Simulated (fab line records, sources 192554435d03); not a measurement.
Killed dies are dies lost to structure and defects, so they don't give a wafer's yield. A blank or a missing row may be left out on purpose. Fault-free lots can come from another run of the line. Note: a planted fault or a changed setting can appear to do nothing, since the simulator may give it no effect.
Which tool was responsible? || flow n5 finfet || 7 lots with 21 wafers sampled at 3 steps, on a route of 1938 steps

WHAT THE GAUGES READ, wafer by wafer
N5_BEOL_M14_OCD_MEAS_35.
{"lot": "L857", "measured": "day 11 11:25", "on": "ocd-01", "trench depth nm (nm)": "554 550 561"}
{"lot": "L858", "measured": "day 11 17:00", "on": "ocd-01", "trench depth nm (nm)": "557 544 543"}
{"lot": "L859", "measured": "day 11 17:35", "on": "ocd-02", "trench depth nm (nm)": "649 658 542"}
{"lot": "L863", "measured": "day 13 01:01", "on": "ocd-01", "trench depth nm (nm)": "559 564 553"}
{"lot": "L871", "measured": "day 15 02:26", "on": "ocd-01", "trench depth nm (nm)": "556 557 561"}
{"lot": "L875", "measured": "day 15 23:46", "on": "ocd-02", "trench depth nm (nm)": "559 556 549"}
{"lot": "L876", "measured": "day 16 09:10", "on": "ocd-02", "trench depth nm (nm)": "569 559 557"}

TOOL THAT RAN EACH LOT (tool first, then ch and the chambers of the sampled wafers, then the start)
{"lot": "L857", "N5_BEOL_M14_STRIP_63": "rie diel-03 ch 0,1, day 11 10:43 or earlier", "N5_BEOL_M14_TRENCH_ETCH_34": "rie diel-03 ch 0,2,3, day 11 11:16"}
{"lot": "L858", "N5_BEOL_M14_STRIP_63": "rie diel-04 ch 1,2,3, day 11 16:14 or earlier", "N5_BEOL_M14_TRENCH_ETCH_34": "rie diel-03 ch 0,3, day 11 16:50"}
{"lot": "L859", "N5_BEOL_M14_STRIP_63": "rie diel-02 ch 0,1,2, day 11 16:38 or earlier", "N5_BEOL_M14_TRENCH_ETCH_34": "rie diel-03 ch 0,1, day 11 17:25"}
{"lot": "L863", "N5_BEOL_M14_STRIP_63": "rie diel-02 ch 1,2, day 13 00:14 or earlier", "N5_BEOL_M14_TRENCH_ETCH_34": "rie diel-02 ch 1,3, day 13 00:52"}
{"lot": "L871", "N5_BEOL_M14_STRIP_63": "rie diel-02 ch 0,2,3, day 15 01:42 or earlier", "N5_BEOL_M14_TRENCH_ETCH_34": "rie diel-02 ch 0,1,3, day 15 02:17"}
{"lot": "L875", "N5_BEOL_M14_STRIP_63": "rie diel-02 ch 0,2,3, day 15 23:04 or earlier", "N5_BEOL_M14_TRENCH_ETCH_34": "rie diel-02 ch 0,1, day 15 23:37"}
{"lot": "L876", "N5_BEOL_M14_STRIP_63": "rie diel-04 ch 0,1,2, day 16 08:23 or earlier", "N5_BEOL_M14_TRENCH_ETCH_34": "rie diel-04 ch 0,1, day 16 09:00"}
- N5_BEOL_M14_STRIP_63: strips in O2.
- N5_BEOL_M14_TRENCH_ETCH_34: etches SiO2 in C4F8/O2/Ar, target depth 556.65 nm, time 126.9 s.

THE ANSWER, worked out from the rows above alone
Rule: the lots themselves supply what counts as usual. Put in order of their means at a reading, lots are off if they are a third of the lots or fewer, leave a main group of 4 or more, and stand apart from it by a gap of 3 or more times the standard deviation of the main group's means; of several such gaps the widest counts. A main group whose means are all the same, to the digits that the tables above print for the reading, isn't used. A lot without any number at a reading at which 4 lots or more have one is off too. All remaining lots with rows at the step are treated as sound.
Off: L859, at N5_BEOL_M14_OCD_MEAS_35 (trench depth nm). The main group has a mean of 556 nm with a standard deviation of 4.3.
If a tool, at a process step before that reading, ran all the lots that are off and no sound lot after the first of them, it fits. Gauges at N5_BEOL_M14_OCD_MEAS_35: tried the same way as those tools. N5_BEOL_M14_STRIP_63: start missing for some lots; hours and lot order therefore follow N5_BEOL_M14_CD_MEAS_28. One fits: rie diel-03 at N5_BEOL_M14_TRENCH_ETCH_34. A fault onset in the window from L858 (day 11 16:50, its last sound lot) to L859 (day 11 17:25, its first lot off) fits.

WHAT THE SIMULATOR HAD INSERTED
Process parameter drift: rie diel-03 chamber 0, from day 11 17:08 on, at N5_BEOL_M14_TRENCH_ETCH_34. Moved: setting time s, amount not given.
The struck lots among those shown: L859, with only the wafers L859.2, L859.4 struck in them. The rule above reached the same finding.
